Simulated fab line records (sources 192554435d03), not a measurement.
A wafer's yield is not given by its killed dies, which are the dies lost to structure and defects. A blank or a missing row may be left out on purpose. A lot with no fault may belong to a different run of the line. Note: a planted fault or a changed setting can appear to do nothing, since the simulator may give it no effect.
Matching of chambers    flow n5Finfet    N5_BEOL_M1_STRIP_36 on rieDiel-06 has 4 sister chambers
The step strips in N2/H2. 14 wafers are shown with their chamber, then 7 later ones without.

## WAFERS PAIRED WITH THEIR CHAMBERS
wafer   chamber  showerheadPlenumPTorr (Torr)  drypumpMotorCurrentA (A)  oesProductAu (a.u.)
L083.3  1        2.64                          6.0                       0.73
L083.4  0        2.52                          5.6                       0.76
L083.6  3        2.60                          6.4                       0.73
L085.1  1        2.64                          6.0                       0.74
L085.4  0        2.52                          5.6                       0.76
L085.6  0        2.52                          5.6                       0.76
L089.1  2        2.67                          5.9                       0.78
L089.3  3        2.59                          6.5                       0.72
L089.6  0        2.52                          5.6                       0.75
L091.4  0        2.52                          5.6                       0.74
L091.5  0        2.52                          5.6                       0.75
L091.6  1        2.63                          6.1                       0.72
L092.1  1        2.63                          6.0                       0.72
L092.2  2        2.67                          5.9                       0.77

SIGNATURES, as means of the wafers listed above
reading                chamber 0  chamber 1  chamber 2  chamber 3  scatter within a chamber
showerheadPlenumPTorr  2.5200     2.6350     2.6700     2.5950     0.00387
drypumpMotorCurrentA   5.600      6.025      5.900      6.450      0.0354
oesProductAu           0.7533     0.7275     0.7750     0.7250     0.00842
Rule: distance of a wafer from a chamber = root of the sum over the readings of ((wafer's reading minus chamber's mean) / reading's scatter) squared. The wafer belongs to the nearest chamber; if the next one is less than 2 further off, it can't be placed. The scatter: take each reading less its chamber's mean, square it, sum over the shown wafers, divide by the number of wafers less the number of chambers, and take the root.

## WAFERS WITHOUT THEIR CHAMBER
wafer   showerheadPlenumPTorr (Torr)  drypumpMotorCurrentA (A)  oesProductAu (a.u.)
L092.4  2.52                          5.6                       0.75
L096.1  2.67                          5.9                       0.76
L096.5  2.67                          5.9                       0.77
L096.6  2.59                          6.4                       0.70
L097.1  2.67                          5.9                       0.75
L097.2  2.63                          6.0                       0.72
L097.6  2.59                          6.4                       0.70

## WHICH CHAMBER EACH WENT THROUGH
wafer   from the rows above  in truth
L092.4  0                    0
L096.1  2                    2
L096.5  2                    2
L096.6  3                    3
L097.1  2                    2
L097.2  1                    1
L097.6  3                    3
Placed correctly: 7 of 7. Not placeable from these rows: 0. Number placed wrongly: 0.
